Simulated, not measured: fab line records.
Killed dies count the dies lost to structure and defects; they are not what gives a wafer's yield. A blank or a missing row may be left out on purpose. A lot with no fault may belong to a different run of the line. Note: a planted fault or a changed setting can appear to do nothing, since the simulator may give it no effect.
Which tool is to blame? + flow n5Finfet + at 1 step of a route of 1938, 23 lots with 69 wafers sampled

== WHAT THE GAUGES SHOWED, per wafer ==
N5_WELL_APT_INSPECT_27: inspects for defects (macro).
| lot  | measured    | on               | rawDefectCount |
|------|-------------|------------------|----------------|
| L074 | day 1 15:40 | defectInspect-01 | 1 0 4          |
| L075 | day 1 21:01 | defectInspect-02 | 3 2 0          |
| L076 | day 2 03:00 | defectInspect-01 | 3 0 0          |
| L078 | day 2 15:17 | defectInspect-01 | 1 0 3          |
| L079 | day 2 21:48 | defectInspect-02 | 3 0 1          |
| L080 | day 3 03:24 | defectInspect-01 | 0 1 5          |
| L081 | day 3 10:20 | defectInspect-02 | 3 0 1          |
| L082 | day 3 14:57 | defectInspect-02 | 3 4 1          |
| L083 | day 3 21:13 | defectInspect-01 | 4 1 1          |
| L084 | day 4 02:47 | defectInspect-02 | 5 3 4          |
| L085 | day 4 08:45 | defectInspect-01 | 2 0 1          |
| L086 | day 4 16:15 | defectInspect-02 | 5 3 3          |
| L087 | day 4 21:21 | defectInspect-01 | 3 3 2          |
| L088 | day 5 03:02 | defectInspect-01 | 4 2 0          |
| L089 | day 5 09:06 | defectInspect-02 | 3 1 0          |
| L090 | day 5 15:16 | defectInspect-01 | 2 3 3          |
| L091 | day 5 21:17 | defectInspect-02 | 1 3 0          |
| L092 | day 6 03:19 | defectInspect-02 | 3 0 2          |
| L093 | day 6 09:41 | defectInspect-02 | 0 2 4          |
| L094 | day 6 15:43 | defectInspect-01 | 1 3 1          |
| L095 | day 6 22:14 | defectInspect-02 | 3 0 2          |
| L096 | day 7 04:16 | defectInspect-02 | 4 2 4          |
| L097 | day 7 09:02 | defectInspect-01 | 3 1 1          |

== EACH LOT AND THE TOOL THAT RAN IT (in order: tool; ch and the chambers of the sampled wafers; start) ==
No process step before these readings appears in the record.

== AS READ BY THE TOOLS THEMSELVES (means over the sampled wafers that have a number; for cases with no such wafer, the mark the record gives instead) ==
The record holds no such reading with a usual standard deviation.

== THE ANSWER, worked out from the rows above alone ==
Rule: usual is defined by the lots themselves. The widest of any qualifying gaps counts: lots, ordered by their means at a reading, are off when they make up no more than a third of the lots, leave a main group of 4 or more, and stand apart from it by 3 or more times the standard deviation of that group's means. A main group whose means are all the same, to the digits that the tables above print for the reading, isn't used. A lot without any number at a reading at which 4 lots or more have one is off too. All remaining lots with rows at the step are treated as sound. The gauges are gone through in route order, then the tools' own readings, and for those a lot's mean is taken as printed above. The first step at which some lot is off is used, and at that step the reading that is off furthest; a lot without a number counts as furthest.
No lot is off on any of the readings shown, so nothing can be concluded from this.

== WHAT THE SIMULATOR HAD INSERTED ==
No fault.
